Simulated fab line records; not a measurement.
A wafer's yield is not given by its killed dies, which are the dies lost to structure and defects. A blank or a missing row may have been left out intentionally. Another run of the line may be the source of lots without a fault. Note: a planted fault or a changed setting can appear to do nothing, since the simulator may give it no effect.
fab line records	flow nand_harc	part 1 of 2: steps 1 to 30 of 44
record lots=5	wafers=15	last_day=23
route steps=1159 shown P_ZERO_WELL@18
lots untouched by any fault: they come from a run of this same line in which no faults occurred
start_h: hours from the record's opening day to when the first of the lot's shown wafers began	wait_h: time in hours since the lot's previous step	" unchanged from the row above	L1.1+2: one row covering several wafers at once	- no value, or no start given	* or withheld: withheld	< > ~ a bound
route shown NAME@n: a module of which the file shows steps, and the number in the route of the first	usual: the fault-free wafers' mean and standard deviation	same: alike in all rows	chamber/n: place in a boat	sites: the reading at each site	_std_site: standard deviation across them	_edge_site: outer sites' mean less inner sites'	radius_mm: for every site, how far away it sits from the centre of the wafer	mask NAME#n: copy n	behind: the tool/chamber that last shaped the wafer	hold: what put the lot on hold/how long, in hours/how the hold closed	device: the n, p or np transistor that did not switch	end of line: at the end of the route, the tests of the same wafers	a step given without rows: its recipe and nothing more	killed: not the wafer's yield, but the dies lost to structure and defects at the first sort	map: per-die view of a wafer (x killed, . not killed, _ where there is no die)
set.NAME: the setting that was run; set.NAME@STEP: the one run at that earlier step	model.NAME: the simulator's own value behind a step, which no gauge read
certain route steps with their lots: each step a table, each wafer a row
services: a tool's chamber out of use, with start hour (start_h, from the record's first day; less than 0 if before it), hours out, and reason
## steps
# step NHARC_P_ZERO_WELL_ETCH_62
# recipe target_depth_a=130	time_s=6.5	chf3_flow_sccm=50	ar_flow_sccm=200	rf_w=500	bias_w=200	chemistry=CHF3/Ar
# usual drypump_motor_current_A=5.8/0.42	oes_product_au=0.962/0.017	rf_fwd_power_W=488.2/1.9	rf_vpp_V=371.3/1.8	showerhead_plenum_p_Torr=2.38/0.075	throttle_valve_pct=20.217/0.0094
lot.wafer	tool	chamber	start_h	wait_h	drypump_motor_current_A	oes_product_au	rf_fwd_power_W	rf_hours_counter_h	rf_vpp_V	showerhead_plenum_p_Torr	throttle_valve_pct
L074.2	rie_diel-10	3	-	-	6.1	0.950	489.0	0	372.5	2.45	20.216
L074.3	"	1	"	"	6.5	0.962	489.6	0	371.7	2.31	20.216
L074.4	"	3	"	"	6.1	0.967	489.1	-	371.3	2.45	20.205
L077.3	rie_diel-02	3	-	-	6.0	0.957	488.5	1	370.4	2.30	20.210
L077.2	"	0	"	"	5.5	0.985	488.5	3	371.6	2.37	20.207
L077.5	"	1	"	"	6.2	0.979	489.1	-	373.1	2.44	20.212
L082.2	rie_diel-12	3	-	-	5.7	0.942	491.7	0	371.5	2.41	20.225
L082.3	"	0	"	"	4.9	0.948	487.0	0	372.9	2.44	20.215
L082.5	"	3	"	"	5.7	0.943	491.3	-	371.7	2.41	20.216
L087.3	rie_diel-10	1	-	-	6.5	0.977	489.1	8	369.9	2.31	20.225
L087.2	"	0	"	"	5.6	0.961	490.0	7	370.4	2.35	20.209
L087.5	"	2	"	"	5.8	0.982	486.9	-	367.6	2.23	20.215
L091.1	rie_diel-10	1	-	-	6.5	0.977	489.9	10	371.5	2.31	20.241
L091.2	"	2	"	"	5.7	0.951	487.5	8	366.5	2.23	20.207
L091.3	"	3	"	"	6.1	0.934	488.2	9	372.8	2.44	20.222
# step NHARC_P_ZERO_WELL_ETCH_63
# recipe target_depth_a=1200	time_s=40.1	hbr_flow_sccm=150	cl2_flow_sccm=50	rf_w=400	icp_w=400	bias_w=100	chemistry=HBr/Cl2
# usual drypump_motor_current_A=5.7/0.45	oes_product_au=1.004/0.013	rf_fwd_power_W=394.8/2	throttle_valve_pct=26.407/0.0078
lot.wafer	tool	chamber	start_h	wait_h	drypump_motor_current_A	oes_product_au	rf_fwd_power_W	rf_hours_counter_h	throttle_valve_pct
L074.2	rie_si-05	2	13.57	-	5.2	1.005	393.4	0.8	26.417
L074.3	"	3	"	"	5.5	0.995	397.1	1.0	26.416
L074.4	"	0	"	"	6.5	1.003	398.0	1.0	26.409
L077.2	rie_si-01	0	31.60	-	5.9	1.023	394.1	0.5	26.403
L077.3	"	1	"	"	6.2	1.018	393.8	0.4	26.406
L077.5	"	0	"	"	5.9	1.018	393.4	-	26.403
L082.3	rie_si-04	2	62.11	-	5.6	1.004	396.1	0.7	26.401
L082.2	"	1	"	"	5.5	0.964	395.6	0.9	26.416
L082.5	"	3	"	"	5.8	0.991	391.6	-	26.403
L087.2	rie_si-05	3	91.68	-	5.5	0.996	397.8	0.1	26.405
L087.3	"	0	"	"	6.5	0.993	394.6	0.1	26.411
L087.5	"	2	"	"	5.2	1.013	390.7	-	26.408
L091.3	rie_si-05	3	115.55	-	5.5	0.998	395.5	0.5	26.412
L091.2	"	0	"	"	6.5	1.003	397.9	0.4	26.419
L091.1	"	1	"	"	5.5	1.008	396.7	0.5	26.404
# step NHARC_P_ZERO_WELL_STRIP_15
# recipe time_s=900	temp_c=130	chemistry=SPM
# usual bath_guard_temp_C=129.9/0.4
lot.wafer	tool	chamber	start_h	wait_h	bath_guard_temp_C
L074.2	wet_bench-07	1	13.72	-	130.4
L074.3	"	4	"	"	129.9
L074.4	"	6	"	"	129.2
L077.3	wet_bench-07	4	31.79	-	130.0
L077.5	"	5	"	"	130.5
L077.2	"	7	"	"	129.9
L082.3	wet_bench-06	0	62.27	-	129.8
L082.5	"	2	"	"	129.9
L082.2	"	3	"	"	129.9
L087.5	wet_bench-07	7	91.82	-	129.7
L087.3	"	1	"	"	130.4
L087.2	"	2	"	"	130.2
L091.3	wet_bench-06	4	115.71	-	130.0
L091.2	"	6	"	"	129.6
L091.1	"	0	"	"	129.8
# step NHARC_P_ZERO_WELL_DEHYDRATE_16
# recipe temp_c=150	time_s=120
lot.wafer	tool	chamber	start_h	wait_h
L074.2+3+4	litho_track-02	0	14.07	-
L077.2+3+5	litho_track-07	0	32.15	-
L082.2+3+5	litho_track-07	0	62.61	-
L087.2+3+5	litho_track-05	0	92.17	-
L091.1+2+3	litho_track-02	0	116.06	-
# step NHARC_P_ZERO_WELL_HMDS_17
# recipe time_s=30
lot.wafer	tool	chamber	start_h	wait_h
L074.2+3+4	litho_track-02	0	-	-
L077.2+3+5	litho_track-07	0	-	-
L082.2+3+5	litho_track-07	0	-	-
L087.2+3+5	litho_track-05	0	-	-
L091.1+2+3	litho_track-02	0	-	-
# step NHARC_P_ZERO_WELL_COAT_18
# recipe spin_rpm=withheld
lot.wafer	tool	chamber	start_h	wait_h
L074.2+3+4	litho_track-02	0	-	-
L077.2+3+5	litho_track-07	0	-	-
L082.2+3+5	litho_track-07	0	-	-
L087.2+3+5	litho_track-05	0	-	-
L091.1+2+3	litho_track-02	0	-	-
# step NHARC_P_ZERO_WELL_SOFTBAKE_19
# recipe temp_c=122	time_s=95
lot.wafer	tool	chamber	start_h	wait_h
L074.2+3+4	litho_track-02	0	-	-
L077.2+3+5	litho_track-07	0	-	-
L082.2+3+5	litho_track-07	0	-	-
L087.2+3+5	litho_track-05	0	-	-
L091.1+2+3	litho_track-02	0	-	-
# step NHARC_P_ZERO_WELL_EBR_20
lot.wafer	tool	chamber	start_h	wait_h
L074.2+3+4	litho_track-02	0	-	-
L077.2+3+5	litho_track-07	0	-	-
L082.2+3+5	litho_track-07	0	-	-
L087.2+3+5	litho_track-05	0	-	-
L091.1+2+3	litho_track-02	0	-	-
# step NHARC_P_ZERO_WELL_EXPOSE_21
# recipe na=0.6	target_cd_nm=720	dose_mj=22.31	mask_id=P_NWELL
lot.wafer	tool	chamber	start_h	wait_h	mask
L074.2+3+4	krf_scanner-02	0	14.22	-	P_NWELL#0
L077.2+3+5	krf_scanner-03	0	32.43	-	P_NWELL#0
L082.2+3+5	krf_scanner-02	0	62.76	-	P_NWELL#0
L087.2+3+5	krf_scanner-01	0	92.44	-	P_NWELL#0
L091.1+2+3	krf_scanner-01	0	116.33	-	P_NWELL#0
# step NHARC_P_ZERO_WELL_PEB_22
# recipe peb_temp_c=118	peb_time_s=85
lot.wafer	tool	chamber	start_h	wait_h
L074.2+3+4	litho_track-02	0	14.28	0.1
L077.2+3+5	litho_track-07	0	32.49	0.1
L082.2+3+5	litho_track-02	0	62.82	0.1
L087.2+3+5	litho_track-05	0	92.50	0.1
L091.1+2+3	litho_track-02	0	116.40	0.1
# step NHARC_P_ZERO_WELL_DEVELOP_23
# recipe time_s=70
lot.wafer	tool	chamber	start_h	wait_h
L074.2+3+4	litho_track-02	0	-	-
L077.2+3+5	litho_track-07	0	-	-
L082.2+3+5	litho_track-02	0	-	-
L087.2+3+5	litho_track-05	0	-	-
L091.1+2+3	litho_track-02	0	-	-
# step NHARC_P_ZERO_WELL_CD_MEAS_24
# recipe target_cd_nm=720	landing_energy_ev=500
# usual cd_nm=719.9/2.7
lot.wafer	tool	chamber	start_h	wait_h	cd_nm
L074.2	cd_sem-03	0	14.37	-	720.8
L074.3	"	0	"	"	718.0
L074.4	"	0	"	"	720.0
L077.2	cd_sem-01	0	32.58	-	720.6
L077.3	"	0	"	"	725.7
L077.5	"	0	"	"	720.2
L082.2	cd_sem-02	0	62.91	-	718.2
L082.3	"	0	"	"	720.8
L082.5	"	0	"	"	721.9
L087.2	cd_sem-02	0	92.59	-	721.2
L087.3	"	0	"	"	717.1
L087.5	"	0	"	"	717.0
L091.1	cd_sem-01	0	116.50	-	722.5
L091.2	"	0	"	"	719.9
L091.3	"	0	"	"	721.5
# step NHARC_P_ZERO_WELL_HARDBAKE_25
# recipe temp_c=125	time_s=80
lot.wafer	tool	chamber	start_h	wait_h
L074.2+3+4	litho_track-05	0	14.45	-
L077.2+3+5	litho_track-07	0	32.66	-
L082.2+3+5	litho_track-07	0	62.99	-
L087.2+3+5	litho_track-07	0	92.69	-
L091.1+2+3	litho_track-02	0	116.58	-
# step NHARC_P_ZERO_WELL_DESCUM_26
# recipe time_s=3	o2_flow_sccm=200	ar_flow_sccm=0	bias_power_w=0	chemistry=O2
# usual drypump_motor_current_A=5.7/0.46	oes_product_au=1.000/0.012	rf_vpp_V=57.9/0.88	showerhead_plenum_p_Torr=1.94/0.06	throttle_valve_pct=11.310/0.0096
# same bias_power_w=0
lot.wafer	tool	chamber	start_h	wait_h	drypump_motor_current_A	oes_product_au	rf_hours_counter_h	rf_vpp_V	showerhead_plenum_p_Torr	throttle_valve_pct
L074.3	rie_diel-10	1	14.54	-	6.5	1.001	0.2	57.5	1.89	11.327
L074.2	"	3	"	"	6.1	0.987	0.2	57.2	2.00	11.305
L074.4	"	1	"	"	6.5	0.992	-	58.9	1.89	11.306
L077.2	rie_diel-02	2	32.74	-	6.1	0.989	2.5	57.9	2.01	11.309
L077.3	"	0	"	"	5.5	1.003	3.0	56.4	1.93	11.306
L077.5	"	3	"	"	6.0	1.000	-	58.3	1.87	11.308
L082.3	rie_diel-12	2	63.07	-	5.4	1.008	0.5	56.7	2.03	11.321
L082.2	"	0	"	"	4.9	1.008	0.5	57.1	1.99	11.306
L082.5	"	3	"	"	5.7	1.001	-	58.5	1.97	11.315
L087.2	rie_diel-12	1	92.76	-	4.9	1.015	2.1	59.4	1.90	11.320
L087.3	"	0	"	"	4.9	1.020	2.0	58.6	1.99	11.326
L087.5	"	1	"	"	4.9	1.015	-	57.3	1.90	11.326
L091.3	rie_diel-02	3	116.66	-	6.0	0.987	6.1	57.5	1.87	11.297
L091.1	"	0	"	"	5.5	0.998	9.0	56.0	1.93	11.324
L091.2	"	1	"	"	6.2	0.995	8.2	56.4	1.99	11.307
# step NHARC_P_ZERO_WELL_IMPLANT_27
# recipe energy_kev=600	dose_cm2=1e+13	tilt_deg=7
# usual beam_on_s=10.00/0.22	faraday_current_uA=126.9/2.7
lot.wafer	tool	chamber	start_h	wait_h	beam_on_s	faraday_current_uA
L074.2	implanter-01	0	14.73	0.2	9.59	132.0
L074.3	"	0	"	"	9.78	129.3
L074.4	"	0	"	"	9.57	132.7
L077.2	implanter-02	0	32.92	0.2	10.20	124.2
L077.3	"	0	"	"	9.95	127.7
L077.5	"	0	"	"	10.19	125.1
L082.2	implanter-01	0	63.25	0.1	10.14	124.5
L082.3	"	0	"	"	9.78	129.1
L082.5	"	0	"	"	9.67	130.7
L087.2	implanter-01	0	93.09	0.3	10.00	126.7
L087.3	"	0	"	"	10.17	125.5
L087.5	"	0	"	"	10.09	124.9
L091.1	implanter-01	0	116.81	0.1	9.85	129.0
L091.2	"	0	"	"	10.11	125.3
L091.3	"	0	"	"	10.12	125.3
# step NHARC_P_ZERO_WELL_IMPLANT_57
# recipe energy_kev=250	dose_cm2=4e+12	tilt_deg=7
# usual beam_on_s=9.97/0.2	faraday_current_uA=50.9/1
lot.wafer	tool	chamber	start_h	wait_h	beam_on_s	faraday_current_uA
L074.2	implanter-01	0	14.91	0.2	9.76	51.8
L074.3	"	0	"	"	9.89	51.3
L074.4	"	0	"	"	9.94	51.3
L077.2	implanter-02	0	33.10	0.1	10.08	50.4
L077.3	"	0	"	"	9.69	52.3
L077.5	"	0	"	"	9.83	51.7
L082.2	implanter-01	0	63.42	0.1	10.16	50.0
L082.3	"	0	"	"	10.19	49.7
L082.5	"	0	"	"	10.18	49.7
L087.2	implanter-01	0	93.27	0.1	9.94	51.0
L087.3	"	0	"	"	10.05	50.3
L087.5	"	0	"	"	9.83	51.5
L091.1	implanter-01	0	116.99	0.2	10.16	50.4
L091.2	"	0	"	"	9.62	52.6
L091.3	"	0	"	"	9.85	51.3
# step NHARC_P_ZERO_WELL_IMPLANT_58
# recipe energy_kev=100	dose_cm2=2e+12	tilt_deg=7
# usual beam_on_s=9.97/0.21	faraday_current_uA=25.5/0.52
lot.wafer	tool	chamber	start_h	wait_h	beam_on_s	faraday_current_uA
L074.2	implanter-01	0	15.09	0.1	9.69	26.1
L074.3	"	0	"	"	9.99	25.5
L074.4	"	0	"	"	9.87	25.7
L077.2	implanter-02	0	33.28	0.1	9.81	26.0
L077.3	"	0	"	"	9.84	25.8
L077.5	"	0	"	"	9.97	25.4
L082.2	implanter-01	0	63.60	0.1	10.06	25.1
L082.3	"	0	"	"	9.82	25.7
L082.5	"	0	"	"	9.84	25.8
L087.2	implanter-01	0	93.45	0.1	10.05	25.4
L087.3	"	0	"	"	9.87	25.8
L087.5	"	0	"	"	9.83	25.8
L091.1	implanter-01	0	117.17	0.1	10.04	25.2
L091.2	"	0	"	"	9.98	25.4
L091.3	"	0	"	"	10.04	25.3
# step NHARC_P_ZERO_WELL_STRIP_28
# recipe time_s=840	temp_c=130	chemistry=SPM
# usual bath_guard_temp_C=130.1/0.46
lot.wafer	tool	chamber	start_h	wait_h	bath_guard_temp_C
L074.2	wet_bench-03	4	15.27	0.2	130.0
L074.4	"	7	"	"	130.8
L074.3	"	1	"	"	129.9
L077.5	wet_bench-03	4	33.46	0.1	130.5
L077.2	"	5	"	"	130.0
L077.3	"	6	"	"	130.3
L082.3	wet_bench-06	0	63.81	0.1	129.8
L082.2	"	1	"	"	129.9
L082.5	"	2	"	"	129.4
L087.5	wet_bench-07	3	93.64	0.1	129.9
L087.3	"	5	"	"	130.6
L087.2	"	7	"	"	129.8
L091.3	wet_bench-06	7	117.39	0.1	129.3
L091.1	"	2	"	"	129.7
L091.2	"	3	"	"	130.3
# step NHARC_P_ZERO_WELL_DEHYDRATE_29
# recipe temp_c=150	time_s=120
lot.wafer	tool	chamber	start_h	wait_h
L074.2+3+4	litho_track-02	0	15.61	-
L077.2+3+5	litho_track-02	0	33.79	-
L082.2+3+5	litho_track-02	0	64.12	-
L087.2+3+5	litho_track-02	0	93.97	-
L091.1+2+3	litho_track-05	0	117.72	-
# step NHARC_P_ZERO_WELL_HMDS_30
# recipe time_s=30
lot.wafer	tool	chamber	start_h	wait_h
L074.2+3+4	litho_track-02	0	-	-
L077.2+3+5	litho_track-02	0	-	-
L082.2+3+5	litho_track-02	0	-	-
L087.2+3+5	litho_track-02	0	-	-
L091.1+2+3	litho_track-05	0	-	-
# step NHARC_P_ZERO_WELL_COAT_31
# recipe spin_rpm=withheld
lot.wafer	tool	chamber	start_h	wait_h
L074.2+3+4	litho_track-02	0	-	-
L077.2+3+5	litho_track-02	0	-	-
L082.2+3+5	litho_track-02	0	-	-
L087.2+3+5	litho_track-02	0	-	-
L091.1+2+3	litho_track-05	0	-	-
# step NHARC_P_ZERO_WELL_SOFTBAKE_32
# recipe temp_c=122	time_s=95
lot.wafer	tool	chamber	start_h	wait_h
L074.2+3+4	litho_track-02	0	-	-
L077.2+3+5	litho_track-02	0	-	-
L082.2+3+5	litho_track-02	0	-	-
L087.2+3+5	litho_track-02	0	-	-
L091.1+2+3	litho_track-05	0	-	-
# step NHARC_P_ZERO_WELL_EBR_33
lot.wafer	tool	chamber	start_h	wait_h
L074.2+3+4	litho_track-02	0	-	-
L077.2+3+5	litho_track-02	0	-	-
L082.2+3+5	litho_track-02	0	-	-
L087.2+3+5	litho_track-02	0	-	-
L091.1+2+3	litho_track-05	0	-	-
# step NHARC_P_ZERO_WELL_EXPOSE_34
# recipe na=0.6	target_cd_nm=720	dose_mj=22.31	mask_id=P_PWELL
lot.wafer	tool	chamber	start_h	wait_h	mask
L074.2+3+4	krf_scanner-02	0	15.88	-	P_PWELL#0
L077.2+3+5	krf_scanner-02	0	33.94	-	P_PWELL#0
L082.2+3+5	krf_scanner-01	0	64.40	-	P_PWELL#0
L087.2+3+5	krf_scanner-02	0	94.12	-	P_PWELL#0
L091.1+2+3	krf_scanner-02	0	117.87	-	P_PWELL#0
# step NHARC_P_ZERO_WELL_PEB_35
# recipe peb_temp_c=118	peb_time_s=85
lot.wafer	tool	chamber	start_h	wait_h
L074.2+3+4	litho_track-02	0	15.94	0.1
L077.2+3+5	litho_track-07	0	34.00	0.1
L082.2+3+5	litho_track-02	0	64.47	0.1
L087.2+3+5	litho_track-07	0	94.18	0.1
L091.1+2+3	litho_track-07	0	117.93	0.1
# step NHARC_P_ZERO_WELL_DEVELOP_36
# recipe time_s=70
lot.wafer	tool	chamber	start_h	wait_h
L074.2+3+4	litho_track-02	0	-	-
L077.2+3+5	litho_track-07	0	-	-
L082.2+3+5	litho_track-02	0	-	-
L087.2+3+5	litho_track-07	0	-	-
L091.1+2+3	litho_track-07	0	-	-
# step NHARC_P_ZERO_WELL_CD_MEAS_37
# recipe target_cd_nm=720	landing_energy_ev=500
# usual cd_nm=720.1/2.2
lot.wafer	tool	chamber	start_h	wait_h	cd_nm
L074.2	cd_sem-03	0	16.04	-	719.7
L074.3	"	0	"	"	722.1
L074.4	"	0	"	"	717.4
L077.2	cd_sem-03	0	34.09	-	720.5
L077.3	"	0	"	"	721.3
L077.5	"	0	"	"	720.3
L082.2	cd_sem-02	0	64.56	-	723.7
L082.3	"	0	"	"	719.7
L082.5	"	0	"	"	722.3
L087.2	cd_sem-03	0	94.27	-	719.0
L087.3	"	0	"	"	718.3
L087.5	"	0	"	"	718.5
L091.1	cd_sem-01	0	118.02	-	720.6
L091.2	"	0	"	"	720.1
L091.3	"	0	"	"	717.1
# step NHARC_P_ZERO_WELL_HARDBAKE_38
# recipe temp_c=125	time_s=80
lot.wafer	tool	chamber	start_h	wait_h
L074.2+3+4	litho_track-02	0	16.12	-
L077.2+3+5	litho_track-05	0	34.17	-
L082.2+3+5	litho_track-02	0	64.64	-
L087.2+3+5	litho_track-02	0	94.35	-
L091.1+2+3	litho_track-02	0	118.10	-
# step NHARC_P_ZERO_WELL_DESCUM_39
# recipe time_s=3	o2_flow_sccm=200	ar_flow_sccm=0	bias_power_w=0	chemistry=O2
# usual drypump_motor_current_A=5.7/0.45	oes_product_au=1.001/0.013	rf_vpp_V=57.8/0.87	showerhead_plenum_p_Torr=1.95/0.057	throttle_valve_pct=11.311/0.0097
# same bias_power_w=0
lot.wafer	tool	chamber	start_h	wait_h	drypump_motor_current_A	oes_product_au	rf_hours_counter_h	rf_vpp_V	showerhead_plenum_p_Torr	throttle_valve_pct
L074.4	rie_diel-12	0	16.20	-	4.9	1.017	7	57.8	1.99	11.313
L074.2	"	2	"	"	5.5	0.979	8	57.1	2.03	11.314
L074.3	"	3	"	"	5.7	0.990	7	58.1	1.97	11.301
L077.3	rie_diel-02	1	34.31	-	6.2	1.014	3	58.4	1.99	11.307
L077.2	"	2	"	"	6.1	1.005	3	57.5	2.01	11.310
L077.5	"	0	"	"	5.5	0.997	-	56.8	1.93	11.314
L082.3	rie_diel-10	3	64.71	-	6.1	0.979	4	59.7	2.00	11.317
L082.2	"	2	"	"	5.7	1.003	2	56.4	1.82	11.309
L082.5	"	0	"	"	5.6	1.000	-	58.5	1.92	11.307
L087.2	rie_diel-12	0	94.43	-	4.9	1.010	2	57.9	1.99	11.323
L087.3	"	1	"	"	4.9	1.009	2	57.3	1.90	11.302
L087.5	"	0	"	"	4.9	1.011	-	57.5	1.99	11.313
L091.3	rie_diel-02	0	118.20	-	5.5	0.994	9	59.1	1.93	11.313
L091.1	"	1	"	"	6.2	1.002	8	57.1	1.99	11.318
L091.2	"	2	"	"	6.1	0.998	7	57.7	2.00	11.306
# step NHARC_P_ZERO_WELL_IMPLANT_40
# recipe energy_kev=300	dose_cm2=1e+13	tilt_deg=7
# usual beam_on_s=10.00/0.19	faraday_current_uA=126.9/2.4
lot.wafer	tool	chamber	start_h	wait_h	beam_on_s	faraday_current_uA
L074.2	implanter-01	0	16.38	0.1	9.92	127.6
L074.3	"	0	"	"	10.01	127.0
L074.4	"	0	"	"	9.77	129.6
L077.2	implanter-02	0	34.47	0.1	9.82	129.2
L077.3	"	0	"	"	10.10	125.9
L077.5	"	0	"	"	9.98	126.7
L082.2	implanter-02	0	64.89	0.1	10.16	124.6
L082.3	"	0	"	"	9.92	128.1
L082.5	"	0	"	"	10.36	122.4
L087.2	implanter-01	0	94.60	0.2	9.95	127.8
L087.3	"	0	"	"	9.62	131.5
L087.5	"	0	"	"	9.80	130.0
L091.1	implanter-02	0	118.33	0.1	10.08	126.4
L091.2	"	0	"	"	10.14	124.8
L091.3	"	0	"	"	10.18	124.3
